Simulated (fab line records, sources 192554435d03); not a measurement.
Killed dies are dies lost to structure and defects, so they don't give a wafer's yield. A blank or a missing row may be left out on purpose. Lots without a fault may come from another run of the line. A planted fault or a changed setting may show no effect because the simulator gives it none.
Problem report in the 8D (eight disciplines) form, filled by code | flow n5_finfet | the parts of the form that need people (team, actions taken, sign-off) are left out

1. THE PROBLEM
SD_N_BLK_OVL at N5_SD_EPI_N_OVL_MEAS_10 reads a mean of 14.2 nm on 6 wafers of 2 lots; wafers without a fault read -0.3 nm with a standard deviation of 0.77. That is +19 standard deviations from the usual mean.
First seen on wafer L713.1, day 6 13:36, on overlay-01. The record holds 24 wafers of 8 lots with a number at this step. Rule for "out", or "out of limits": more than 4 standard deviations from the usual mean. The other wafers with a number count as sound.

2. WHAT IT IS AND WHAT IT IS NOT
question                    | is                     | is not
which readings at this step | SD_N_BLK_OVL           | -
which lots                  | L713, L714             | L700, L701, L704, L719, L720, L722
which wafers of those lots  | all that have a number | -
read on which gauges        | overlay-01, overlay-02 | -
when                        | from day 6 13:36       | up to then (9 sound wafers); but 9 sound wafers of L719, L720, L722 came after

3. SUSPECTS, AND WHAT RULES EACH OUT
Counting: a tool at a process step up to the reading stays a suspect if it ran every lot that is out and no sound lot after the first of them.
- the gauge at N5_SD_EPI_N_OVL_MEAS_10: ruled out. The wafers that are out were read on 2 gauges (overlay-01, overlay-02).
- arfi_scanner-03 at N5_SD_EPI_N_EXPOSE_06 (exposes mask SD N BLK, target cd 120 nm): kept. It ran every lot that is out, first L713 (day 6 13:26), and no sound lot after that; its last sound lot up to then is L704 (day 4 11:39).
Left after counting: arfi_scanner-03 at N5_SD_EPI_N_EXPOSE_06.

4. THE CAUSE (what the simulator had put in)
Scanner matching overlay: arfi_scanner-03, from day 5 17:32 on, at N5_SD_EPI_N_EXPOSE_06. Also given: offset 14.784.
Counting left only this tool.

5. THE CHAIN OF EFFECTS, in route order
Each row: a reading whose mean over the struck wafers that have a number lies more than 3 standard deviations from the usual. Only readings for which the record gives a usual standard deviation are gone through. hours: the time from each lot's start at the first step in this table that gives one to its start at this step, as a median over the lots. sigmas: the change in usual standard deviations.
hours | step                    | reading      | usual   | on struck wafers | change | sigmas
0     | N5_SD_EPI_N_OVL_MEAS_10 | SD_N_BLK_OVL | -0.3 nm | 14.2             | +14.5  | +19
Later measuring or inspecting steps at which every struck wafer that the step has a row for has a number for every such reading, and none has moved that far: N5_BEOL_M4_RC_MEAS_101.

6. WHAT WOULD HAVE CAUGHT IT SOONER
In this record the first reading out of limits at a measuring or inspecting step was taken at day 6 13:36, 20 hours after the fault began at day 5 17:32.
Of the tool readings at N5_SD_EPI_N_EXPOSE_06 for which the record gives a usual standard deviation, none was out on any struck wafer, so an alarm limit of 4 standard deviations on them would not have fired.
Of the lots that are out (2), L714 began N5_SD_EPI_N_EXPOSE_06 on arfi_scanner-03 after day 6 13:36. A hold on the tool at that time would have spared it.
